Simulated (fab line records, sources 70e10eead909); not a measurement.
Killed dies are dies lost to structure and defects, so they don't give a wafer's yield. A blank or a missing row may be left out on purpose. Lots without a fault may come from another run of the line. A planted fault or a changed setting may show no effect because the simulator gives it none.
Which tool did it? | flow nand_harc | 6 lots, 18 wafers sampled, at 4 steps of a route of 1159

WHAT THE GAUGES READ, wafer by wafer
NHARC_P_GATE_CD_MEAS_91: target cd 2000 nm.
lot  | measured     | on        | cd_nm (nm)
L428 | day 5 21:55  | cd_sem-03 | 2001.1 2004.3 2000.7
L436 | day 7 10:13  | cd_sem-02 | 2162.1 2161.5 2163.7
L443 | day 9 11:31  | cd_sem-03 | 2001.4 2000.9 2001.2
L445 | day 10 00:32 | cd_sem-03 | 1997.0 2001.1 2000.9
L446 | day 10 07:38 | cd_sem-01 | 2000.0 2002.7 2000.0
L449 | day 10 20:34 | cd_sem-03 | 1998.3 1999.6 1999.5

WHICH TOOL RAN EACH LOT (tool, then ch and the chambers of the sampled wafers, then the start)
lot  | NHARC_P_GATE_ETCH_32            | NHARC_P_GATE_STRIP_108             | NHARC_P_GATE_EXPOSE_88
L428 | rie_si-01 ch 1,2,3, day 5 04:50 | rie_diel-01 ch 0,2,3, day 5 05:03  | krf_scanner-02 ch 0, day 5 21:45
L436 | rie_si-03 ch 1,2,3, day 6 18:43 | rie_diel-07 ch 1,3, day 6 18:52    | krf_scanner-02 ch 0, day 7 10:04
L443 | rie_si-05 ch 1,2,3, day 8 20:40 | rie_diel-03 ch 0,2,3, day 8 20:49  | krf_scanner-04 ch 0, day 9 11:22
L445 | rie_si-01 ch 0,2,3, day 9 07:34 | rie_diel-03 ch 1,2,3, day 9 07:44  | krf_scanner-02 ch 0, day 10 00:23
L446 | rie_si-05 ch 0,1,2, day 9 16:50 | rie_diel-07 ch 1,2, day 9 16:59    | krf_scanner-03 ch 0, day 10 07:29
L449 | rie_si-01 ch 0,2, day 10 05:48  | rie_diel-07 ch 1,2,3, day 10 05:59 | krf_scanner-04 ch 0, day 10 20:25
- NHARC_P_GATE_ETCH_32: etches the open film in HBr/Cl2, target depth 150 nm, time 100.1 s.
- NHARC_P_GATE_STRIP_108: strips in O2.
- NHARC_P_GATE_EXPOSE_88: exposes mask P HVN, target cd 2000 nm.

THE ANSWER, worked out from the rows above alone
Rule: what is usual is taken from the lots themselves. Put in order of their means at a reading, lots are off if they are a third of the lots or fewer, leave a main group of 4 or more, and stand apart from it by a gap of 3 or more times the standard deviation of the main group's means; of several such gaps the widest counts. A main group whose means are all the same, to the digits that the tables above print for the reading, isn't used. A lot without any number at a reading at which 4 lots or more have one is off too. The other lots that the step has rows for count as sound.
Off: L436, at NHARC_P_GATE_CD_MEAS_91 (cd_nm). The main group: mean 2000.6 nm, standard deviation 1.
A tool fits if, at a process step before that reading, it ran every lot that is off, and no sound lot after the first of them. The gauges at NHARC_P_GATE_CD_MEAS_91 are tried like those tools. Can't be told from this: 2 tools fit, rie_si-03 at NHARC_P_GATE_ETCH_32, cd_sem-02 at NHARC_P_GATE_CD_MEAS_91.

WHAT THE SIMULATOR HAD PUT IN
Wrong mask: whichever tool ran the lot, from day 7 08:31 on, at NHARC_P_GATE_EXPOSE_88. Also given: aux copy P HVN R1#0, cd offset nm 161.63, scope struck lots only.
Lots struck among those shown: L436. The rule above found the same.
